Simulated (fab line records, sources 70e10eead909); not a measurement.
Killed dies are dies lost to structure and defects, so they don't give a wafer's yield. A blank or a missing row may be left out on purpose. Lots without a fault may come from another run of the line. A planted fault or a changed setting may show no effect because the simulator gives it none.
fab line records | flow nand_harc
record lots=6 wafers=14 last_day=33
route steps=1302 shown A_CONTACT@1055 END@1302
lots that met no fault: from a run of the same line without faults
start_h: hours from the record's first day to the start of the lot's first wafer shown | wait_h: hours since the lot's step before | " the same as in the row above | L1.1+2: a row that stands for several wafers | - no value, or no start given | * or withheld: withheld | < > ~ a bound
route shown NAME@n: a module of which the file shows steps, and the number in the route of the first | usual: mean/standard deviation of fault-free wafers | same: alike in all rows | chamber/n: place in a boat | sites: the reading at each site | _std_site: their standard deviation | _edge_site: outer sites' mean less inner sites' | radius_mm: how far each site lies from the wafer's centre | mask NAME#n: copy n | behind: the tool/chamber that last shaped the wafer | hold: why the lot was held/for how many hours/how that ended | device: the transistor (n, p or np) that didn't switch | end of line: the same wafers' tests at the end of the route | a step without rows: its recipe alone | killed: dies lost to structure and defects at the first sort, not the wafer's yield | map: a wafer's dies, x killed, . not, _ none there
set.NAME: the setting as run; set.NAME@STEP: as run at that earlier step | model.NAME: the simulator's own value behind a step, which no gauge read
lots at some steps of the route; a table a step, a row a wafer
services: from which hour (start_h, from the record's first day; less than 0 if before it) a tool's chamber was out of use, for how many hours, and why
## steps
# step NHARC_A_CONTACT_ETCH_132
# recipe source_w=withheld pressure_mtorr=20 bias_v=3000 time_s=197 target_depth_a=19240 ar_flow_sccm=withheld c4f8_flow_sccm=withheld o2_flow_sccm=withheld chemistry=C4F8/O2/Ar
# columns lot.wafer tool chamber start_h wait_h rf_hours_counter_h
L376.1 har_cap_etch-03 1 542.57 0.1 52
L376.3 " 1 " " -
L376.5 " 1 " " -
L378.3 har_cap_etch-01 0 547.47 0.1 -
L378.4 " 1 " " -
L378.5 " 1 " " -
L380.2 har_cap_etch-01 0 568.31 0.1 12
L380.4 " 0 " " -
L380.6 " 1 " " -
L391.4 har_cap_etch-02 0 675.79 0.1 -
L394.3 har_cap_etch-02 1 705.32 0.1 -
L396.2 har_cap_etch-03 1 732.58 0.1 84
L396.3 " 1 " " -
L396.5 " 1 " " -
# step NHARC_A_CONTACT_ETCH_133
# recipe source_w=withheld pressure_mtorr=20 bias_v=400 time_s=374 target_depth_a=16100 ar_flow_sccm=withheld c4f8_flow_sccm=11.5 o2_flow_sccm=7.2 chemistry=C4F8/O2/Ar
# columns lot.wafer tool chamber start_h wait_h rf_hours_counter_h
L376.1 har_cap_etch-03 1 542.74 0.1 52
L376.3 " 1 " " -
L376.5 " 1 " " -
L378.3 har_cap_etch-01 0 547.73 0.2 -
L378.4 " 1 " " -
L378.5 " 1 " " -
L380.2 har_cap_etch-01 0 568.53 0.2 12
L380.4 " 0 " " -
L380.6 " 1 " " -
L391.4 har_cap_etch-02 0 676.05 0.2 -
L394.3 har_cap_etch-02 1 705.58 0.2 -
L396.2 har_cap_etch-03 1 732.80 0.2 84
L396.3 " 1 " " -
L396.5 " 1 " " -
# step NHARC_A_CONTACT_ETCH_91
# recipe target_depth_a=400 over_etch_frac=0.5 time_s=85.7 ion_energy_ev=120 ch3f_flow_sccm=50 o2_flow_sccm=30 ar_flow_sccm=200 rf_w=500 bias_w=100 chemistry=CH3F/O2
# step NHARC_A_CONTACT_ETCH_97
# recipe target_depth_a=200 over_etch_frac=0.5 time_s=10 ion_energy_ev=250 c4f6_flow_sccm=25 o2_flow_sccm=20 ar_flow_sccm=500 rf_w=600 bias_w=500 chemistry=C4F6/O2
# usual c4f6_flow_sccm=25.00/0.078 drypump_motor_current_A=5.6/0.43 oes_product_au=0.969/0.027 rf_fwd_power_W=587.7/2.7 rf_vpp_V=546/3.4 showerhead_plenum_p_Torr=3.90/0.16 throttle_valve_pct=26.902/0.0097
# columns lot.wafer tool chamber start_h wait_h c4f6_flow_sccm drypump_motor_current_A oes_product_au rf_fwd_power_W rf_hours_counter_h rf_vpp_V showerhead_plenum_p_Torr throttle_valve_pct
L376.3 rie_diel-12 3 543.75 0.1 24.90 5.9 0.962 590.7 16 550 4.04 26.910
L376.1 " 0 " " 24.92 4.9 0.952 593.0 17 543 3.78 26.913
L376.5 " 3 " " 25.02 5.9 0.949 587.1 - 549 4.04 26.903
L378.4 rie_diel-06 3 - - 24.94 5.4 0.981 586.6 17 550 4.18 26.902
L378.3 " 0 " " 25.22 5.4 0.988 583.1 25 551 4.14 26.912
L378.5 " 1 " " 24.93 4.9 1.015 584.0 - 544 3.80 26.904
L380.2 rie_diel-12 1 - - 24.81 6.0 0.949 584.8 17 546 3.87 26.906
L380.4 " 2 " " 24.95 5.7 0.977 585.9 18 540 3.68 26.911
L380.6 " 0 " " 25.07 4.9 0.934 589.6 - 543 3.77 26.885
L391.4 rie_diel-03 1 - - 25.04 5.6 1.003 585.5 3 547 3.96 26.904
L394.3 rie_diel-06 2 - - 25.08 5.7 1.002 584.9 14 551 4.14 26.907
L396.2 rie_diel-12 3 - - 24.90 5.9 0.948 590.3 20 549 4.03 26.908
L396.3 " 1 " " 25.03 6.0 0.926 585.6 19 546 3.86 26.906
L396.5 " 3 " " 25.03 5.9 0.953 586.9 - 548 4.03 26.888
# step NHARC_A_CONTACT_CD_MEAS_80
# usual cd_nm=289.5/0.83
# columns lot.wafer tool chamber start_h wait_h cd_nm
L376.1 cd_sem-02 - 543.83 - 291.2
L376.3 " - " " 290.3
L376.5 " - " " 291.5
L378.3 cd_sem-01 - 548.59 - 288.8
L378.4 " - " " 288.6
L378.5 " - " " 289.4
L380.2 cd_sem-03 - 569.47 - 288.2
L380.4 " - " " 289.3
L380.6 " - " " 288.5
L391.4 cd_sem-02 - 676.92 - 289.7
L394.3 cd_sem-02 - 706.45 - 290.5
L396.2 cd_sem-02 - 733.74 - 289.7
L396.3 " - " " 288.9
L396.5 " - " " 289.1
# step NHARC_A_CONTACT_STRIP_103
# recipe n2_flow_sccm=150 h2_flow_sccm=150 ar_flow_sccm=0 bias_w=0 chemistry=N2/H2
# step NHARC_A_CONTACT_STRIP_104
# recipe cf4_flow_sccm=100 chf3_flow_sccm=30 ar_flow_sccm=0 bias_w=0 chemistry=CF4/CHF3
# step NHARC_A_CONTACT_STRIP_105
# recipe o2_flow_sccm=400 cos_flow_sccm=20 ar_flow_sccm=0 bias_w=0 chemistry=O2/COS
# step NHARC_A_CONTACT_ETCH_106
# recipe target_depth_a=900 overetch_a=90 time_s=49.5 ion_energy_ev=100 cf4_flow_sccm=80 o2_flow_sccm=20 ar_flow_sccm=0 rf_w=300 bias_w=100 chemistry=CF4/O2
# step NHARC_A_CONTACT_STRIP_82
# recipe o2_flow_sccm=500 ar_flow_sccm=0 bias_w=0 chemistry=O2
# usual drypump_motor_current_A=5.6/0.41 oes_product_au=1.000/0.015 rf_vpp_V=57.8/0.84 showerhead_plenum_p_Torr=3.48/0.14 throttle_valve_pct=17.037/0.0094
# columns lot.wafer tool chamber start_h wait_h drypump_motor_current_A oes_product_au rf_hours_counter_h rf_vpp_V showerhead_plenum_p_Torr throttle_valve_pct
L376.3 rie_diel-12 2 - - 5.7 1.004 14 58.1 3.31 17.056
L376.1 " 3 " " 5.9 0.977 16 59.2 3.64 17.019
L376.5 " 0 " " 4.9 0.991 - 57.8 3.39 17.032
L378.3 rie_diel-12 2 - - 5.7 1.014 15 57.1 3.31 17.025
L378.4 " 3 " " 6.0 0.987 17 58.5 3.64 17.044
L378.5 " 0 " " 4.9 0.994 - 56.3 3.39 17.021
L380.2 rie_diel-12 2 - - 5.7 1.026 18 57.7 3.31 17.038
L380.4 " 3 " " 5.9 0.996 20 58.6 3.64 17.040
L380.6 " 2 " " 5.7 1.021 - 56.6 3.31 17.031
L391.4 rie_diel-12 0 - - 4.9 1.013 11 57.8 3.38 17.051
L394.3 rie_diel-06 2 - - 5.7 1.014 14 58.4 3.73 17.035
L396.3 rie_diel-12 0 - - 4.9 1.002 18 57.4 3.38 17.041
L396.2 " 1 " " 5.9 0.994 19 57.3 3.47 17.032
L396.5 " 3 " " 5.9 0.994 - 59.0 3.62 17.052
# step NHARC_A_CONTACT_STRIP_83
# recipe time_s=600 temp_c=30 chemistry=post_etch_residue_remover
# step NHARC_A_CONTACT_DEP_84
# recipe target_thk_a=28000 temp_c=400 material=aC
# usual throttle_valve_pct=35.001/0.01
# columns lot.wafer tool chamber start_h wait_h throttle_valve_pct
L376.1 acl_dep-01 0 545.28 - 35.004
L376.3 " 0 " " 34.982
L376.5 " 0 " " 34.996
L378.3 acl_dep-03 0 551.75 - 34.991
L378.4 " 0 " " 35.004
L378.5 " 0 " " 34.991
L380.2 acl_dep-03 0 570.75 - 34.997
L380.4 " 0 " " 34.997
L380.6 " 0 " " 34.999
L391.4 acl_dep-01 0 680.11 - 35.015
L394.3 acl_dep-03 0 708.93 - 34.995
L396.2 acl_dep-02 0 735.21 - 34.994
L396.3 " 0 " " 34.987
L396.5 " 0 " " 34.997
# step NHARC_A_CONTACT_DEP_85
# recipe target_thk_a=600 target_thk_nm=60 temp_c=400 pressure_torr=3.5 flow_sccm=200 rf_w=350 material=SiON
# usual heater_power_w=750/75 rf_fwd_power_W=348.4/1.2
# columns lot.wafer tool chamber start_h wait_h heater_power_w rf_fwd_power_W
L376.3 pecvd-02 2 547.01 0.9 925 345.9
L376.1 " 1 " " 610 348.9
L376.5 " 2 " " 905 347.5
L378.3 pecvd-04 0 552.93 0.9 824 348.0
L378.4 " 0 " " 673 349.9
L378.5 " 2 " " 715 350.5
L380.2 pecvd-04 1 572.20 1.2 773 347.2
L380.4 " 2 " " 680 351.0
L380.6 " 0 " " 804 349.8
L391.4 pecvd-04 2 681.14 0.7 751 348.5
L394.3 pecvd-04 2 710.14 0.9 648 349.9
L396.3 pecvd-02 1 736.68 0.9 670 349.6
L396.2 " 0 " " 636 346.8
L396.5 " 1 " " 681 348.5
# step NHARC_A_CONTACT_DEHYDRATE_00
# recipe temp_c=150 time_s=120
# step NHARC_A_CONTACT_HMDS_01
# recipe time_s=30
# step NHARC_A_CONTACT_COAT_86
# recipe temp_c=260 time_s=75
# step NHARC_A_CONTACT_COAT_87
# recipe temp_c=225 time_s=65
# step NHARC_A_CONTACT_COAT_02
# recipe spin_rpm=1500 resist_thk_nm=90
# step NHARC_A_CONTACT_SOFTBAKE_03
# recipe temp_c=105 time_s=55
# step NHARC_A_CONTACT_EBR_04
# step NHARC_A_CONTACT_EXPOSE_05
# recipe na=1.35 sigma_outer=0.8 dose_mj=84.24 mask_id=A_CC
# step NHARC_A_CONTACT_PEB_06
# recipe peb_temp_c=100 peb_time_s=65
# step NHARC_A_CONTACT_DEVELOP_07
# recipe develop_time_s=35 dev_temp_c=23
# step NHARC_A_CONTACT_CD_MEAS_08
# recipe target_cd_nm=200 landing_energy_ev=500
# usual cd_nm=199.7/0.89
# same landing_energy_ev=500
# columns lot.wafer tool chamber start_h wait_h cd_nm
L376.1 cd_sem-02 0 547.73 - 198.7
L376.3 " 0 " " 199.6
L376.5 " 0 " " 199.2
L378.3 cd_sem-02 0 553.53 - 198.0
L378.4 " 0 " " 198.7
L378.5 " 0 " " 198.2
L380.2 cd_sem-02 0 572.80 - 198.8
L380.4 " 0 " " 198.5
L380.6 " 0 " " 198.2
L391.4 cd_sem-01 0 681.60 - 199.4
L394.3 cd_sem-03 0 710.81 - 200.4
L396.2 cd_sem-01 0 737.27 - 200.3
L396.3 " 0 " " 200.7
L396.5 " 0 " " 201.0
# step NHARC_A_CONTACT_OVL_MEAS_09
# usual overlay_x_nm=-0.1/0.9 overlay_y_nm=0.1/0.95
# columns lot.wafer tool chamber start_h wait_h overlay_x_nm overlay_y_nm
L376.1 overlay-01 - 547.81 - -0.4 0.0
L376.3 " - " " -1.0 -0.5
L376.5 " - " " -0.6 -0.2
L378.3 overlay-01 - 553.61 - 0.7 -0.3
L378.4 " - " " 0.4 0.5
L378.5 " - " " 1.3 -0.1
L380.2 overlay-01 - 572.88 - 0.4 1.5
L380.4 " - " " 1.0 1.8
L380.6 " - " " 0.6 1.9
L391.4 overlay-01 - 681.68 - -0.8 1.5
L394.3 overlay-02 - 710.90 - 0.1 0.9
L396.2 overlay-02 - 737.36 - 0.1 -0.8
L396.3 " - " " -0.1 -0.9
L396.5 " - " " 0.6 -0.5
# step NHARC_A_CONTACT_INSPECT_10
# usual raw_defect_count=84/28
# columns lot.wafer tool chamber start_h wait_h hold raw_defect_count
L376.1 defect_inspect-02 - 547.85 0.0 - 88
L376.3 " - " " - 105
L376.5 " - " " - 133
L378.3 defect_inspect-02 - 553.65 0.0 - 61
L378.4 " - " " - 58
L378.5 " - " " - 67
L380.2 defect_inspect-02 - 572.92 0.0 - 67
L380.4 " - " " - 75
L380.6 " - " " - 62
L391.4 defect_inspect-01 - 681.72 0.0 await_dispo/0.2h/release 487
L391.4 defect_inspect-01 - 681.89 0.2 - 480
L394.3 defect_inspect-02 - 710.93 0.0 await_dispo/0.2h/release 471
L394.3 defect_inspect-02 - 711.11 0.2 - 471
L396.2 defect_inspect-01 - 737.39 0.0 - 97
L396.3 " - " " - 71
L396.5 " - " " - 86
# step NHARC_END_SORT_01
# recipe temp_c=25
# usual killed_at_array=59/17 killed_at_other=0.9/1.6 killed_at_periphery=3.7/2.3 killed_dies=64/17 killed_open=3.3/1.8 killed_short=2.4/1.6
# same gross_dies=677
# columns lot.wafer tool chamber start_h wait_h killed_at_array killed_at_other killed_at_periphery killed_dies killed_open killed_short
L391.4 prober-01 0 750.23 3.4 120 0 5 125 2 1
L394.3 prober-01 0 776.79 3.1 115 0 8 123 5 2
# killed by level:class
L391.4 A_CONTACT:unspecified=51 A_CHANNEL_HOLE_D1:chamber_film_flake=31 A_CHANNEL_HOLE_D2:chamber_film_flake=23 A_CONTACT:chamber_film_flake=7 P_M1:chamber_film_flake=5 A_SLIT:chamber_film_flake=3 A_ONON_D1:geometric_particle:open=1 A_CHANNEL_HOLE_D1:geometric_particle:open=1
L394.3 A_CONTACT:unspecified=50 A_SLIT:chamber_film_flake=22 A_CHANNEL_HOLE_D2:chamber_film_flake=14 A_CONTACT:chamber_film_flake=12 A_CHANNEL_HOLE_D1:chamber_film_flake=11 P_M0:geometric_particle:open=2 P_STI:chamber_film_flake=2 P_CONTACT:geometric_particle:short=1
# map L391.4 (x killed, . not)
____________.____________
_________......._________
_______..........._______
______.............______
_____...........x..._____
____.................____
____..............x..____
___..............x....___
___.................x.___
__xxx..x.........xxxx..__
__xxxx..........xxxxxx.__
_xxxx...........xx.x..xx_
_xxxxx............xxxx.._
_xxxx..............xxxxx_
_xxxxx.............xxxx._
_xxxx...............xxx._
xxxxxx..........x........
xxxxxx...................
xxxxx..........x.x.......
xxxx.......x..xx.........
x............x.xxx.x.....
_x..x........xx...x....._
_............xxxxx......_
_............xxx........_
_................x......_
_......................._
__.............x.......__
__........x............__
___..x..x.............___
___...................___
____..........x.x....____
____..x.x....x......x____
_____xx............._____
______......x......______
_______..........._______
_________......._________
____________.____________
# map L394.3 (x killed, . not)
____________.____________
_________.x....._________
_______..........._______
______............x______
_____..............._____
____........x...x....____
____.................____
___...................___
___................x..___
__xx.....x.xx..........__
__xxxx......x..........__
_xxxxx.........x........_
_xxxx.x.....xxx........._
_xxx.x.......x.........._
_xxxxx.x...xxx.x........_
_xxxxx.......x....x....._
xxxxx.......x............
xxxxx........xx..........
xxxx.........xxx..x......
xxxx.x...x....xxxxx......
..x.........xxxxx........
_.............xxxx......_
_............xxxxx......_
_....x......x.xx........_
_...........x.xxx.x....._
_.................x....._
__..........x..........__
__.............x.......__
___..x...........x....___
___xx.x...............___
____..x.x............____
____.xx..............____
_____x..x..........._____
______x............______
_______.x........._______
_________......._________
____________.____________
## services
# columns tool chamber start_h hours kind
rie_diel-12 1 533.72 14.0 repair
acl_dep-01 - 554.99 13.0 pm
har_cap_etch-01 - 559.47 4.6 repair
rie_diel-03 0 595.85 5.6 repair
rie_diel-06 - 597.52 0.5 repair
har_cap_etch-03 - 600.92 7.8 repair
acl_dep-02 - 607.15 13.0 pm
rie_diel-12 - 622.40 9.0 pm
har_cap_etch-01 - 623.00 1.3 repair
har_cap_etch-03 - 623.94 0.4 repair
pecvd-02 - 628.76 13.0 pm
pecvd-04 - 631.61 13.0 pm
rie_diel-03 - 636.50 9.0 pm
rie_diel-03 1 650.83 17.3 repair
rie_diel-03 3 654.93 1.4 repair
rie_diel-06 - 661.44 9.0 pm
acl_dep-03 - 665.58 13.0 pm
pecvd-04 1 689.79 3.1 repair
har_cap_etch-01 - 689.92 0.4 repair
pecvd-04 - 694.17 1.0 repair
rie_diel-03 3 696.21 2.9 repair
pecvd-04 2 725.07 5.9 repair
rie_diel-06 0 731.21 4.4 repair
acl_dep-01 - 735.99 13.0 pm
## key
first_sign step=NHARC_A_CONTACT_INSPECT_10 reading=visit direction=added
effect step=NHARC_A_CONTACT_INSPECT_10 reading=raw_defect_count direction=up sigmas=14 usual=84 struck=479
effect step=NHARC_END_SORT_01 reading=killed_at_array direction=up sigmas=3.5 usual=59 struck=118
more_kills_born_at NHARC_A_CONTACT_DEP_85@pecvd-04=101
met_at NHARC_A_CONTACT_DEP_85
struck_wafers L391.4,L394.3
tester_left_out L391,L394
onset_between 572.20 681.14
also_fits NHARC_A_CONTACT_ETCH_132:har_cap_etch-02,NHARC_A_CONTACT_ETCH_133:har_cap_etch-02
fault kind=chamber_particle_source tool=pecvd-04 chamber=2 onset_h=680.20 steps=NHARC_A_CONTACT_DEP_85 rate_per_visit_cm2=0.5327 end_h=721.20
# tester_left_out: of these lots the tester's yield and bins aren't shown, on N5 and GAA mostly nor the transistor test; their killed dies are dies lost to structure and defects alone, not to doping, threshold or leakage, so they don't give the yield
